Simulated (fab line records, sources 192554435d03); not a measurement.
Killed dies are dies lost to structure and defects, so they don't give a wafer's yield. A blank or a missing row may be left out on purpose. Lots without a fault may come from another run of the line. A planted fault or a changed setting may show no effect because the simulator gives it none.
Split-lot experiment | flow n5_finfet | 7 lots, 21 wafers read, on a route of 1938 steps

THE SPLIT
At N5_MOL_CONTACT_COAG_COAT_76 (time 60 s, resist thk 10 nm), the setting spin_rpm was moved away from the recipe's 1500 rpm on 7 of the 21 wafers read, by -10.2% to +7.7%. The other wafers ran this setting at the recipe's value.

FROM THE SPLIT TO THE READING: what the file shows between them, 7 steps
- N5_MOL_CONTACT_COAG_COAT_77: time 60 s, resist thk 10 nm
- N5_MOL_CONTACT_COAG_COAT_78: resist thk 40 nm
- N5_MOL_CONTACT_COAG_DESCUM_88: chemistry O2, time 7 s
- N5_MOL_CONTACT_COAG_ETCH_89: etches underlayer in N2/H2, target depth 13 nm, time 10.4 s
- N5_MOL_CONTACT_COAG_ETCH_90: etches SiARC in CF4, target depth 13 nm, time 21.7 s
- N5_MOL_CONTACT_COAG_ALD_131: deposits SiO2, target thk 5 nm, pulse time 1 s, co reactant pulse time 1 s
- N5_MOL_CONTACT_COAG_ETCHBACK_132: etches SiO2 in CHF3, target depth 10 nm, time 6.7 s

THE READING
SiARC_of_MOL_CONTACT_COAG_COAT_76.thk_nm (the simulator's own value, which no gauge read), in nm, at N5_MOL_CONTACT_COAG_ETCH_91 (etches SOC in N2/H2, target depth 60 nm, overetch 21 nm, time 101.2 s). The file gives no usual value for it. The 14 wafers here that ran the recipe average 5.8 nm, standard deviation 0.091 nm.

wafer  | tool, chamber at the split | spin_rpm as run, rpm | against the recipe | SiARC_of_MOL_CONTACT_COAG_COAT_76.thk_nm, nm | against lot-mates on the recipe
L075.1 | litho_track-05, 0          | 1500                 | recipe             | 5.8                                          | -
L075.2 | litho_track-05, 0          | 1616                 | +7.7%              | 5.4                                          | -0.4
L075.3 | litho_track-05, 0          | 1616                 | +7.7%              | 5.4                                          | -0.4
L076.1 | litho_track-02, 0          | 1500                 | recipe             | 5.8                                          | -
L076.4 | litho_track-02, 0          | 1500                 | recipe             | 5.8                                          | -
L076.5 | litho_track-02, 0          | 1500                 | recipe             | 6                                            | -
L085.1 | litho_track-03, 0          | 1500                 | recipe             | 5.8                                          | -
L085.3 | litho_track-03, 0          | 1500                 | recipe             | 5.8                                          | -
L085.6 | litho_track-03, 0          | 1594                 | +6.3%              | 5.4                                          | -0.4
L087.1 | litho_track-02, 0          | 1500                 | recipe             | 5.8                                          | -
L087.3 | litho_track-02, 0          | 1500                 | recipe             | 5.8                                          | -
L087.2 | litho_track-02, 0          | 1500                 | recipe             | 5.6                                          | -
L089.4 | litho_track-05, 0          | 1500                 | recipe             | 5.8                                          | -
L089.5 | litho_track-05, 0          | 1565                 | +4.3%              | 5.6                                          | -0.2
L089.6 | litho_track-05, 0          | 1565                 | +4.3%              | 5.6                                          | -0.2
L090.1 | litho_track-05, 0          | 1500                 | recipe             | 5.8                                          | -
L090.2 | litho_track-05, 0          | 1500                 | recipe             | 5.8                                          | -
L090.5 | litho_track-05, 0          | 1579                 | +5.3%              | 5.6                                          | -0.2
L091.3 | litho_track-03, 0          | 1500                 | recipe             | 5.8                                          | -
L091.4 | litho_track-03, 0          | 1500                 | recipe             | 6                                            | -
L091.5 | litho_track-03, 0          | 1347                 | -10.2%             | 6.4                                          | +0.5

THE FIT
A straight line over all 21 wafers: SiARC_of_MOL_CONTACT_COAG_COAT_76.thk_nm changes by -0.0551 nm for each +1% of spin_rpm; r = -0.94; the points scatter about the line by 0.082 nm.
The same after taking each lot's own level away (the mean of its wafers on the recipe; 21 wafers): -0.0505 nm for each +1%; r = -0.95; scatter 0.067 nm.
On that fit, the largest move of spin_rpm shifts the reading by 0.51 nm.
The lots' own levels span 5.73 to 5.90 nm, that is 1.8 times the standard deviation above.
So the lot-to-lot level changes the slope little: the two slopes agree.
Check: with one of the wafers moved furthest among these (-10.2%) left out of the fit, the line predicts +0.527 nm for it against its lot-mates. It came out at +0.5 nm against them.

OTHER SPLITS ON THESE WAFERS
These wafers also went through other splits before the reading. Each is held against what the fit with the lots' levels taken away leaves over:
other split on the same wafers        | wafers away from the commonest value | r with SiARC_of_MOL_CONTACT_COAG_COAT_76.thk_nm (lot level and that fit taken away)
N5_SD_EPI_P_EPI_21 epi_growth_time_s  | 10                                   | +0.29
N5_MOL_CONTACT_COAG_EXPOSE_05 dose_mj | 7                                    | -0.11
N5_MOL_CONTACT_COAG_ALD_27 ald_cycles | 6                                    | -0.45

THE WHOLE CHAIN: every reading that the file lists as answering this split, in the file's order
step                        | what it does                                                          | reading                                                                                   | change (the file's fit)                | r (the file's)
N5_MOL_CONTACT_COAG_COAT_76 | time 60 s, resist thk 10 nm                                           | SiARC_of_MOL_CONTACT_COAG_COAT_76.thk_nm (the simulator's own value, which no gauge read) | -0.0496 nm for each +1% of the setting | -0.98
N5_MOL_CONTACT_COAG_ETCH_90 | etches SiARC in CF4, target depth 13 nm, time 21.7 s                  | etch_rf_on_time_s                                                                         | withheld for each +1% of the setting   | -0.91
N5_MOL_CONTACT_COAG_ETCH_90 | etches SiARC in CF4, target depth 13 nm, time 21.7 s                  | etch.depth_nm (the simulator's own value, which no gauge read)                            | -0.0507 nm for each +1% of the setting | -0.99
N5_MOL_CONTACT_COAG_ETCH_91 | etches SOC in N2/H2, target depth 60 nm, overetch 21 nm, time 101.2 s | SiARC_of_MOL_CONTACT_COAG_COAT_76.thk_nm (the simulator's own value, which no gauge read) | -0.0506 nm for each +1% of the setting | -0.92

THE FILE'S OWN FIT
SiARC_of_MOL_CONTACT_COAG_COAT_76.thk_nm changes by -0.0506 nm for each +1% of spin_rpm, r = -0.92.
